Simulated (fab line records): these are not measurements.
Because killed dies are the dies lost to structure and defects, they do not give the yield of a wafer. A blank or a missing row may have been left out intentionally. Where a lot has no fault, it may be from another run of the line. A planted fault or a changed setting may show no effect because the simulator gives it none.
Which of the tools did it?	flow nand harc	24 lots, 72 wafers sampled, at 6 steps of a route of 1159

WHAT THE GAUGES SHOWED, per wafer
NHARC_P_M2_INSPECT_27.
lot	measured	on	raw defect count
L074	day 6 06:11	defect inspect-01	228 338 475
L077	day 6 23:07	defect inspect-02	321 245 263
L076	day 7 03:52	defect inspect-01	423 381 704
L075	day 7 06:11	defect inspect-02	382 487 289
L078	day 7 06:57	defect inspect-02	188 221 286
L079	day 7 13:01	defect inspect-01	592 283 309
L080	day 7 13:50	defect inspect-01	490 270 374
L082	day 8 00:28	defect inspect-02	205 237 264
L081	day 8 01:53	defect inspect-01	300 207 588
L084	day 8 12:19	defect inspect-02	287 219 208
L083	day 8 15:00	defect inspect-01	179 261 207
L086	day 9 16:44	defect inspect-01	517 590 703
L087	day 9 17:18	defect inspect-01	273 510 255
L085	day 9 18:08	defect inspect-02	317 172 239
L089	day 9 23:26	defect inspect-01	850 485 672
L088	day 10 00:16	defect inspect-01	353 184 268
L090	day 10 06:59	defect inspect-01	215 144 245
L092	day 10 13:45	defect inspect-01	334 358 374
L091	day 10 14:55	defect inspect-02	241 239 157
L093	day 11 04:22	defect inspect-01	352 348 254
L094	day 11 05:16	defect inspect-01	185 137 264
L095	day 11 14:08	defect inspect-02	214 115 141
L096	day 11 22:16	defect inspect-02	269 262 278
L097	day 11 22:58	defect inspect-02	332 256 174

NHARC_A_CHANNEL_HOLE_D1_CD_MEAS_10: target cd 100 nm.
lot	measured	on	cd nm (nm)
L074	day 8 05:08	cd sem-03	100.6 100.5 100.4
L077	day 8 19:28	cd sem-01	100.0 100.1 100.3
L076	day 9 00:19	cd sem-01	100.1 100.1 100.0
L075	day 9 01:21	cd sem-02	100.3 100.1 99.9
L078	day 9 03:14	cd sem-02	99.8 99.7 99.9
L079	day 9 11:03	cd sem-03	99.9 99.8 99.5
L080	day 9 11:12	cd sem-01	100.5 100.6 100.9
L082	day 10 01:07	cd sem-03	99.9 100.0 99.9
L081	day 10 01:17	cd sem-03	100.4 100.0 100.0
L084	day 10 15:19	cd sem-02	100.6 99.7 100.2
L083	day 10 14:40	cd sem-01	99.7 100.5 100.0
L086	day 11 14:05	cd sem-03	99.1 99.9 99.5
L087	day 11 12:26	cd sem-03	100.7 100.4 100.4
L085	day 11 16:08	cd sem-01	100.2 99.6 99.7
L089	day 11 19:16	cd sem-02	100.4 100.0 100.1
L088	day 11 19:02	cd sem-01	100.5 100.1 100.5
L090	day 12 05:01	cd sem-01	100.8 100.7 101.5
L092	day 12 10:49	cd sem-02	100.3 100.2 100.0
L091	day 12 10:12	cd sem-01	99.8 100.2 100.5
L093	day 13 03:04	cd sem-01	100.6 101.0 101.0
L094	day 13 02:48	cd sem-03	99.8 99.7 99.7
L095	day 13 10:47	cd sem-03	99.7 99.7 99.4
L096	day 14 02:27	cd sem-01	101.1 101.1 101.0
L097	day 14 02:02	cd sem-01	100.3 100.7 100.2

NHARC_A_CHANNEL_HOLE_D1_CD_MEAS_18.
lot	measured	on	cd nm (nm)
L074	day 8 06:26	cd sem-01	100.0 99.2 100.2
L077	day 8 20:58	cd sem-02	98.8 101.4 102.5
L076	day 9 01:37	cd sem-03	99.8 99.5 99.1
L075	day 9 02:38	cd sem-01	99.6 100.3 99.9
L078	day 9 04:32	cd sem-01	98.9 99.8 100.1
L079	day 9 12:21	cd sem-02	103.2 99.9 100.2
L080	day 9 12:29	cd sem-01	99.2 98.7 99.2
L082	day 10 02:35	cd sem-01	100.0 99.4 100.2
L081	day 10 03:01	cd sem-02	102.8 102.2 101.7
L084	day 10 16:50	cd sem-01	102.4 101.8 98.3
L083	day 10 15:58	cd sem-03	100.6 100.7 99.5
L086	day 11 15:36	cd sem-02	100.8 100.1 99.0
L087	day 11 13:44	cd sem-01	101.2 101.7 98.6
L085	day 11 17:26	cd sem-03	101.1 103.5 100.4
L089	day 11 20:34	cd sem-03	95.7 99.3 95.7
L088	day 11 20:34	cd sem-02	99.6 100.3 102.0
L090	day 12 06:19	cd sem-03	100.3 101.9 98.1
L092	day 12 12:06	cd sem-01	100.1 97.8 99.8
L091	day 12 11:29	cd sem-02	100.4 98.7 101.3
L093	day 13 04:22	cd sem-02	99.7 99.2 101.0
L094	day 13 04:05	cd sem-02	98.3 101.5 100.3
L095	day 13 12:04	cd sem-03	103.6 101.9 100.3
L096	day 14 03:44	cd sem-02	103.2 102.0 102.6
L097	day 14 03:20	cd sem-02	98.5 100.0 99.8

NHARC_A_CHANNEL_FILL_D1_THK_MEAS_06: measures by ellipsometry.
lot	measured	on	thk nm (nm)
L074	day 10 04:50	film metro-02	5.5 4.8 4.5
L077	day 10 15:20	film metro-02	4.6 5.0 5.8
L076	day 10 19:30	film metro-02	4.8 4.7 4.3
L075	day 10 19:30	film metro-01	3.7 6.3 4.9
L078	day 10 23:52	film metro-02	2.4 4.1 5.0
L079	day 11 07:05	film metro-02	5.2 5.8 5.2
L080	day 11 07:05	film metro-01	5.3 5.0 6.1
L082	day 11 22:02	film metro-02	6.2 6.2 6.2
L081	day 11 22:02	film metro-01	5.4 4.6 4.8
L084	day 12 11:01	film metro-01	6.2 5.2 4.3
L083	day 12 15:16	film metro-02	4.5 5.4 3.8
L086	day 13 14:23	film metro-02	4.6 5.1 3.0
L087	day 13 08:58	film metro-01	3.6 4.1 5.0
L085	day 13 14:22	film metro-02	6.3 7.5 4.5
L089	day 13 19:40	film metro-02	4.6 5.6 5.4
L088	day 13 14:22	film metro-02	7.1 5.1 5.3
L090	day 14 04:11	film metro-02	6.2 5.4 4.4
L092	day 14 07:23	film metro-01	4.3 3.9 5.7
L091	day 14 07:23	film metro-02	4.8 5.5 4.1
L093	day 14 23:15	film metro-02	5.8 5.4 5.4
L094	day 14 23:16	film metro-01	5.7 4.0 4.3
L095	day 15 06:08	film metro-01	5.4 5.6 6.1
L096	day 16 04:40	film metro-02	5.1 4.7 4.9
L097	day 15 21:45	film metro-01	4.6 5.1 5.2

EACH LOT AND THE TOOL THAT RAN IT (in order: tool; ch and the chambers of the sampled wafers; start)
lot	NHARC_P_M2_PVD_21	NHARC_A_CHANNEL_HOLE_D1_ETCH_26
L074	pvd sputter-01, day 6 06:11 or earlier	har etch-02 ch 0,1, day 8 10:19
L077	pvd sputter-03, day 6 23:07 or earlier	har etch-02 ch 0,1, day 9 00:54
L076	pvd sputter-02, day 7 03:52 or earlier	har etch-02 ch 0,1, day 9 05:28
L075	pvd sputter-01, day 7 06:11 or earlier	har etch-01 ch 0,1, day 9 06:28
L078	pvd sputter-01, day 7 06:57 or earlier	har etch-02 ch 0,1, day 9 09:42
L079	pvd sputter-01, day 7 13:01 or earlier	har etch-01 ch 0,1, day 9 16:12
L080	pvd sputter-02, day 7 13:50 or earlier	har etch-02 ch 0,1, day 9 16:20
L082	pvd sputter-03, day 8 00:28 or earlier	har etch-01 ch 0, day 10 06:26
L081	pvd sputter-01, day 8 01:53 or earlier	har etch-02 ch 0, day 10 06:51
L084	pvd sputter-02, day 8 12:19 or earlier	har etch-01 ch 0,1, day 10 20:42
L083	pvd sputter-03, day 8 15:00 or earlier	har etch-02 ch 0,1, day 11 00:13
L086	pvd sputter-03, day 9 16:44 or earlier	har etch-01 ch 0,1, day 11 20:42
L087	pvd sputter-02, day 9 17:18 or earlier	har etch-02 ch 0,1, day 11 17:35
L085	pvd sputter-01, day 9 18:08 or earlier	har etch-02 ch 0,1, day 11 23:26
L089	pvd sputter-02, day 9 23:26 or earlier	har etch-02 ch 1, day 12 03:36
L088	pvd sputter-02, day 10 00:16 or earlier	har etch-01 ch 0,1, day 12 00:56
L090	pvd sputter-01, day 10 06:59 or earlier	har etch-02 ch 1, day 12 10:11
L092	pvd sputter-03, day 10 13:45 or earlier	har etch-02 ch 0,1, day 12 15:59
L091	pvd sputter-03, day 10 14:55 or earlier	har etch-01 ch 0,1, day 12 15:22
L093	pvd sputter-03, day 11 04:22 or earlier	har etch-01 ch 0,1, day 13 09:26
L094	pvd sputter-01, day 11 05:16 or earlier	har etch-02 ch 0,1, day 13 08:01
L095	pvd sputter-03, day 11 14:08 or earlier	har etch-01 ch 0,1, day 13 15:56
L096	pvd sputter-02, day 11 22:16 or earlier	har etch-02 ch 0,1, day 14 11:27
L097	pvd sputter-03, day 11 22:58 or earlier	har etch-02 ch 0,1, day 14 07:16
- NHARC_P_M2_PVD_21: deposits Cu, target thk 30 nm, time 20.49 s.
- NHARC_A_CHANNEL_HOLE_D1_ETCH_26: etches the open film in C4F8/O2/Ar, time 224.1 s, target depth 300 nm.

WHAT THE TOOLS THEMSELVES READ (means of the sampled wafers that have a number; where no wafer has one, the mark that the record gives instead)
NHARC_P_M2_PVD_21.
lot	tool	throttle valve pct (%)
L074	pvd sputter-01	30.5
L077	pvd sputter-03	30.5
L076	pvd sputter-02	29.7
L075	pvd sputter-01	29.2
L078	pvd sputter-01	30.2
L079	pvd sputter-01	29.9
L080	pvd sputter-02	30.0
L082	pvd sputter-03	30.4
L081	pvd sputter-01	30.2
L084	pvd sputter-02	28.7
L083	pvd sputter-03	29.9
L086	pvd sputter-03	29.8
L087	pvd sputter-02	29.7
L085	pvd sputter-01	29.3
L089	pvd sputter-02	29.8
L088	pvd sputter-02	30.9
L090	pvd sputter-01	30.0
L092	pvd sputter-03	30.3
L091	pvd sputter-03	30.4
L093	pvd sputter-03	29.8
L094	pvd sputter-01	30.5
L095	pvd sputter-03	30.6
L096	pvd sputter-02	30.2
L097	pvd sputter-03	29.5

NHARC_A_CHANNEL_HOLE_D1_ETCH_26.
lot	tool	drypump motor current A (A)	he backside leak sccm (sccm)	showerhead plenum p Torr (Torr)	throttle valve pct (%)
L074	har etch-02	6.0	5.4	3.93	24.588
L077	har etch-02	5.7	5.2	3.93	24.582
L076	har etch-02	6.0	5.5	3.93	24.593
L075	har etch-01	6.4	5.8	3.82	24.582
L078	har etch-02	5.9	5.4	3.92	24.585
L079	har etch-01	6.4	5.7	3.82	24.590
L080	har etch-02	5.7	5.5	3.92	24.585
L082	har etch-01	6.5	5.7	3.80	24.586
L081	har etch-02	5.5	5.1	3.92	24.582
L084	har etch-01	6.4	5.7	3.82	24.587
L083	har etch-02	5.7	6.3	3.91	24.579
L086	har etch-01	6.4	5.9	3.81	24.586
L087	har etch-02	5.7	5.3	3.91	24.582
L085	har etch-02	5.7	6.6	3.91	24.575
L089	har etch-02	6.2	5.6	3.91	24.576
L088	har etch-01	6.3	5.7	3.83	24.597
L090	har etch-02	6.2	6.0	3.90	24.589
L092	har etch-02	6.0	5.7	3.90	24.589
L091	har etch-01	6.3	5.7	3.83	24.579
L093	har etch-01	6.3	5.8	3.83	24.582
L094	har etch-02	5.7	5.5	3.90	24.580
L095	har etch-01	6.4	6.2	3.80	24.585
L096	har etch-02	6.0	5.8	3.89	24.588
L097	har etch-02	6.0	5.7	3.89	24.595

THE ANSWER, worked out from the rows above alone
Rule: what is usual is taken from the lots themselves. The widest of any qualifying gaps counts: lots, ordered by their means at a reading, are off when they make up no more than a third of the lots, leave a main group of 4 or more, and stand apart from it by 3 or more times the standard deviation of that group's means. The tables above print the reading to a certain number of digits; a main group whose means all agree to those digits is not used. Also off: a lot with no number at a reading for which 4 or more lots have one. All remaining lots with rows at the step are treated as sound. Order of review: gauges by route order, followed by the tools' own readings, for which a lot's mean as printed above is used. The first step at which some lot is off is used, and at that step the reading that is off furthest; a lot without a number counts as furthest.
Across all readings shown, no lot is off: no conclusion can be drawn from this.

WHAT THE SIMULATOR HAD INSERTED
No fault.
